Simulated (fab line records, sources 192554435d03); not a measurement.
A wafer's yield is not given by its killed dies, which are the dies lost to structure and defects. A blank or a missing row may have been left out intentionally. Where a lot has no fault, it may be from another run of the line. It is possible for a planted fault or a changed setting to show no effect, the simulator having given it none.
One fault through the eyes of 2 desks -- flow n5 finfet -- what lay behind the numbers comes last; until then each desk has only its own

== METROLOGY DESK ==
What the gauges read for every lot (on any tool): the sampled wafers with a number, averaged. Marked OUT: a lot whose mean sits more than 4 standard deviations from the usual mean, which makes it out of limits; the brackets give that distance. Shown here are 7 of its 10 readings, the ones lying furthest out on some lot.
Columns: A = DIBL_N at N5_BEOL_M4_RC_MEAS_101, usual 37.1 mV/V; B = DIBL_P at N5_BEOL_M4_RC_MEAS_101, usual 37.2 mV/V; C = IOFF_P at N5_BEOL_M4_RC_MEAS_101, usual 0.23 nA/um; D = ION_P at N5_BEOL_M4_RC_MEAS_101, usual 468 uA/um; E = SS_P at N5_BEOL_M4_RC_MEAS_101, usual 73.5 mV/dec; F = VT_N at N5_BEOL_M4_RC_MEAS_101, usual 248 mV; G = VT_P at N5_BEOL_M4_RC_MEAS_101, usual -248 mV
lot,first seen here,A,B,C,D,E,F,G
L963,day 9 20:59,36.8,37.2,0.24,474,73.3,246,-247
L970,day 11 16:19,36.4,37.2,0.21,470,73.0,251,-250
L971,day 11 20:53,38.3,39.6,0.26,470,74.1,247,-247
L972,day 12 01:48,36.7,36.6,0.20,470,73.1,250,-251
L977,day 13 07:07,35.7,36.7,0.24,468,73.4,248,-245
This desk found nothing out of limits on any of the 5 lots.

== FOR THE TOOL OWNER'S DESK: rie diel-05 ==
The tool's own readings at N5_BEOL_M2_ETCH_64 (etches SOC in N2/H2, target depth 75 nm, overetch 22.5 nm, time 121.9 s): means of the sampled wafers that have a number, for each lot that ran on this tool. Marked OUT: a lot whose mean sits more than 4 standard deviations from the usual mean, which makes it out of limits; the brackets give that distance.
Columns: A = chamber pressure mTorr at N5_BEOL_M2_ETCH_64, usual 30.000 mTorr; B = drypump motor current A at N5_BEOL_M2_ETCH_64, usual 5.6 A; C = n2 flow sccm at N5_BEOL_M2_ETCH_64, usual 200.0 sccm; D = oes product au at N5_BEOL_M2_ETCH_64, usual 0.60 a.u.; E = rf vpp V at N5_BEOL_M2_ETCH_64, usual 523.9 V; F = showerhead plenum p Torr at N5_BEOL_M2_ETCH_64, usual 2.54 Torr; G = throttle valve pct at N5_BEOL_M2_ETCH_64, usual 17.8 %
lot,first seen here,A,B,C,D,E,F,G
L963,day 8 08:55,30.012,5.8,200.1,0.55,524.0,2.56,18.1
L970,day 10 08:43,30.003,6.0,199.7,0.55,526.6,2.64,17.9
L971,day 10 09:42,29.999,5.8,199.4,0.53,523.6,2.55,18.1
L972,day 10 18:58,29.982,5.7,200.3,0.54,524.5,2.55,18.2
This desk found nothing out of limits on any of the 4 lots.

== TAKEN TOGETHER ==
From the metrology desk's view, nothing was out of limits.
The desk of the tool owner found nothing out of limits.

== WHAT THE SIMULATOR PUT IN ==
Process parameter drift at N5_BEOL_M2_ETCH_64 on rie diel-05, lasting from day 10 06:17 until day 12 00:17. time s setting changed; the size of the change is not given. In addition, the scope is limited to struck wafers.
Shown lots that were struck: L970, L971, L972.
